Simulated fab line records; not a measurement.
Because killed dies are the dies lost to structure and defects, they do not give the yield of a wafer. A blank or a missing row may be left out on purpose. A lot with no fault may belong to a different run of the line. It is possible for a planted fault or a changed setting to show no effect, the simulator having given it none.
Which tool was responsible? -- flow n5 finfet -- 11 lots with 30 wafers sampled at 5 steps, on a route of 1938 steps

## WHAT THE GAUGES READ, wafer by wafer
N5_BEOL_M4_RC_MEAS_101. Usual: DIBL_N 35.3 mV/V, standard deviation 2.5; DIBL_P 35 mV/V, standard deviation 3.3; IOFF_N 0.15 nA/um, standard deviation 0.049; IOFF_P 0.20 nA/um, standard deviation 0.056; ION_N 673 uA/um, standard deviation 16; ION_P 462 uA/um, standard deviation 10; SS_N 71.2 mV/dec, standard deviation 0.85; SS_P 73.0 mV/dec, standard deviation 0.97; VT_N 252 mV, standard deviation 4.9; VT_P -251 mV, standard deviation 5.
lot,measured,on,DIBL_N (mV/V),DIBL_P (mV/V),IOFF_N (nA/um),IOFF_P (nA/um),ION_N (uA/um),ION_P (uA/um),SS_N (mV/dec),SS_P (mV/dec),VT_N (mV),VT_P (mV),flag
L314,day 8 12:38,prober-02,34.2 31.6,33 31,0.13 0.10,0.19 0.15,673 662,461 464,70.8 70.7,72.6 71.8,251 255,-249 -252,
L316,day 9 03:12,prober-02,40.5 36.0 39.7,41 35 40,0.25 0.13 0.21,0.29 0.17 0.25,710 677 681,483 464 463,72.2 70.9 72.3,74.0 73.0 73.7,244 252 248,-246 -254 -248,
L318,day 9 09:36,prober-02,35.9 34.6,37 35,0.16 0.13,0.24 0.20,684 676,478 471,72.1 71.6,73.5 73.7,250 252,-249 -249,
L320,day 10 03:30,prober-01,33.9 39.9 42.3,34 41 44,0.13 0.23 0.33,0.19 0.32 0.39,668 698 712,462 479 481,70.8 72.1 73.3,72.4 74.7 75.4,252 244 240,-251 -244 -241,
L321,day 10 03:44,prober-02,35.6 35.7 36.1,35 36 36,0.14 0.16 0.15,0.20 0.22 0.21,668 683 683,464 473 470,70.9 71.1 71.6,72.9 72.1 72.9,249 247 252,-250 -251 -248,
L325,day 10 21:34,prober-02,31.2 33.6 37.8,31 33 37,0.09 0.11 0.19,0.12 0.14 0.20,658 654 684,454 450 463,70.4 70.6 72.6,71.5 72.9 73.5,258 256 248,-259 -258 -253,
L330,day 12 09:24,prober-02,37.0 36.2 36.2,39 36 36,0.18 0.16 0.15,0.28 0.22 0.21,683 672 682,471 460 465,71.1 71.4 70.8,73.8 73.6 73.3,246 246 246,-245 -247 -248,
L332,day 13 04:21,prober-01,34.7 32.2,35 31,0.12 0.09,0.18 0.13,676 644,471 448,70.4 70.0,72.4 70.9,255 258,-254 -256,
L334,day 13 04:11,prober-02,33.8 34.3 33.3,33 34 32,0.11 0.11 0.11,0.15 0.15 0.14,667 678 684,458 467 468,70.2 70.8 69.6,71.5 71.8 71.5,254 258 256,-256 -253 -257,
L336,day 13 09:18,prober-02,30.2 31.0 31.3,29 30 30,0.08 0.09 0.09,0.11 0.11 0.12,665 646 648,457 447 442,70.0 70.0 69.9,72.5 72.4 72.0,259 257 259,-258 -257 -259,
L335,day 14 00:22,prober-02,31.1 34.4 34.5,28 30 32,0.07 0.10 0.11,0.10 0.12 0.13,644 640 672,447 434 461,69.2 70.3 70.5,71.7 71.8 72.5,262 260 254,-261 -260 -258,

## WHICH TOOL RAN EACH LOT (tool, then ch and the chambers of the sampled wafers, then the start)
lot,N5_BEOL_M1_SPUTTER_81,N5_BEOL_M1_SPUTTER_88,N5_BEOL_M1_CMP_52,N5_BEOL_M2_COAT_61
L314,"pvd sputter-01, day 6 21:04","pvd sputter-01, day 6 21:30","cmp-01 ch 0,3, day 6 22:55","litho track-02 ch 0, day 7 01:33"
L316,"pvd sputter-01, day 7 01:34","pvd sputter-01, day 7 02:01","cmp-01 ch 0,3, day 7 03:41","litho track-01 ch 0, day 7 06:46"
L318,"pvd sputter-03, day 7 07:59","pvd sputter-03, day 7 08:26","cmp-01 ch 0,2, day 7 10:01","litho track-01 ch 0, day 7 11:05"
L320,"pvd sputter-01, day 8 06:49","pvd sputter-01, day 8 07:16","cmp-04 ch 1,2,3, day 8 08:41","litho track-02 ch 0, day 8 12:44"
L321,"pvd sputter-01, day 8 15:16","pvd sputter-01, day 8 15:42","cmp-01 ch 2,3, day 8 17:08","litho track-02 ch 0, day 8 18:07"
L325,"pvd sputter-01, day 8 23:16","pvd sputter-01, day 8 23:42","cmp-01 ch 0,1,2, day 9 01:05","litho track-01 ch 0, day 9 02:51"
L330,"pvd sputter-03, day 10 20:32","pvd sputter-03, day 10 20:59","cmp-01 ch 0,2,3, day 10 22:29","litho track-02 ch 0, day 11 01:20"
L332,"pvd sputter-03, day 11 10:34","pvd sputter-03, day 11 11:00","cmp-03 ch 1,2, day 11 12:22","litho track-02 ch 0, day 11 13:20"
L334,"pvd sputter-02, day 11 17:59","pvd sputter-02, day 11 18:25","cmp-04 ch 0,2,3, day 11 19:59","litho track-03 ch 0, day 11 22:53"
L336,"pvd sputter-01, day 11 21:18","pvd sputter-01, day 11 21:44","cmp-04 ch 0,1,2, day 11 23:17","litho track-01 ch 0, day 12 01:59"
L335,"pvd sputter-02, day 11 22:23","pvd sputter-02, day 11 22:49","cmp-01 ch 0,2, day 12 00:56","litho track-03 ch 0, day 12 02:13"
- N5_BEOL_M1_SPUTTER_81: material Cu, target thk 4.5 nm, time 8.29 s.
- N5_BEOL_M1_SPUTTER_88: material Cu, target thk 4.5 nm, time 8.29 s.
- N5_BEOL_M1_CMP_52: polishes, stops on SiOC, t overpolish 6.8 s, target thk 40 nm.
- N5_BEOL_M2_COAT_61: time 60 s, resist thk 60 nm.

## AS READ BY THE TOOLS THEMSELVES (means over the sampled wafers that have a number; for cases with no such wafer, the mark the record gives instead)
N5_BEOL_M1_SPUTTER_81. Usual: throttle valve pct at 29.7 %, with a standard deviation of 1.1.
lot,tool,throttle valve pct (%),flag
L314,pvd sputter-01,31.1,
L316,pvd sputter-01,29.9,
L318,pvd sputter-03,29.8,
L320,pvd sputter-01,29.1,
L321,pvd sputter-01,29.3,
L325,pvd sputter-01,29.5,
L330,pvd sputter-03,30.2,
L332,pvd sputter-03,29.1,
L334,pvd sputter-02,28.8,
L336,pvd sputter-01,29.4,
L335,pvd sputter-02,28.9,

N5_BEOL_M1_SPUTTER_88. Usual: throttle valve pct at 29.6 %, with a standard deviation of 1.1.
lot,tool,throttle valve pct (%),flag
L314,pvd sputter-01,30.9,
L316,pvd sputter-01,29.9,
L318,pvd sputter-03,29.8,
L320,pvd sputter-01,29.3,
L321,pvd sputter-01,29.2,
L325,pvd sputter-01,29.3,
L330,pvd sputter-03,30.0,
L332,pvd sputter-03,29.2,
L334,pvd sputter-02,28.8,
L336,pvd sputter-01,29.2,
L335,pvd sputter-02,28.9,

N5_BEOL_M1_CMP_52. Usual: barrier field endpoint s 24.1 s, standard deviation 0.59; clearing platen rpm 50.006 rpm, standard deviation 0.028; motor current A 5.9 A, standard deviation 0.58; overpolish run s 6.801 s, standard deviation 0.0096; slurry flow ml min 150.0, standard deviation 0.48; time to endpoint s 60 s, standard deviation 3.1.
lot,tool,barrier field endpoint s (s),clearing platen rpm (rpm),motor current A (A),overpolish run s (s),slurry flow ml min,time to endpoint s (s),flag
L314,cmp-01,23.8,50.008,6.1,6.788,150.0,60,
L316,cmp-01,24.5,49.980,6.0,6.800,150.4,60,
L318,cmp-01,24.1,50.009,6.2,6.797,150.0,58,
L320,cmp-04,24.6,49.998,6.1,6.805,150.1,59,
L321,cmp-01,23.8,49.988,5.6,6.806,150.0,57,
L325,cmp-01,24.6,49.994,6.0,6.801,149.8,61,
L330,cmp-01,23.5,49.999,6.0,6.791,149.6,57,
L332,cmp-03,24.4,49.977,6.8,6.806,149.8,60,
L334,cmp-04,23.9,50.019,5.9,6.801,150.1,62,
L336,cmp-04,24.4,50.014,6.0,6.797,150.0,60,
L335,cmp-01,24.0,50.027,6.5,6.799,150.1,59,

N5_BEOL_M2_COAT_61. Usual: run length s at 66.21 s, with a standard deviation of 0.23.
lot,tool,run length s (s),flag
L314,litho track-02,66.32,
L316,litho track-01,65.99,
L318,litho track-01,66.02,
L320,litho track-02,66.29,
L321,litho track-02,66.30,
L325,litho track-01,65.95,
L330,litho track-02,70.10,OFF
L332,litho track-02,71.94,OFF
L334,litho track-03,66.49,
L336,litho track-01,66.16,
L335,litho track-03,66.48,

## THE ANSWER, worked out from the rows above alone
Rule: a lot is off if the mean of its wafers that have a number lies more than 3 standard deviations from the usual mean. Also off: a lot with no number at a reading for which 4 or more lots have one. Where the step has rows for the other lots, those lots are counted as sound. Order of review: gauges by route order, followed by the tools' own readings, for which a lot's mean as printed above is used. The first step at which some lot is off is used, and at that step the reading that is off furthest; a lot without a number counts as furthest.
Off, at N5_BEOL_M2_COAT_61 on run length s: L330, L332.
A tool fits if, at that step or a process step before it, it ran every lot that is off, and no sound lot after the first of them. Can't be told from this: 2 tools fit, pvd sputter-03 at N5_BEOL_M1_SPUTTER_81 and N5_BEOL_M1_SPUTTER_88, litho track-02 at N5_BEOL_M2_COAT_61.

## WHAT THE SIMULATOR HAD INSERTED
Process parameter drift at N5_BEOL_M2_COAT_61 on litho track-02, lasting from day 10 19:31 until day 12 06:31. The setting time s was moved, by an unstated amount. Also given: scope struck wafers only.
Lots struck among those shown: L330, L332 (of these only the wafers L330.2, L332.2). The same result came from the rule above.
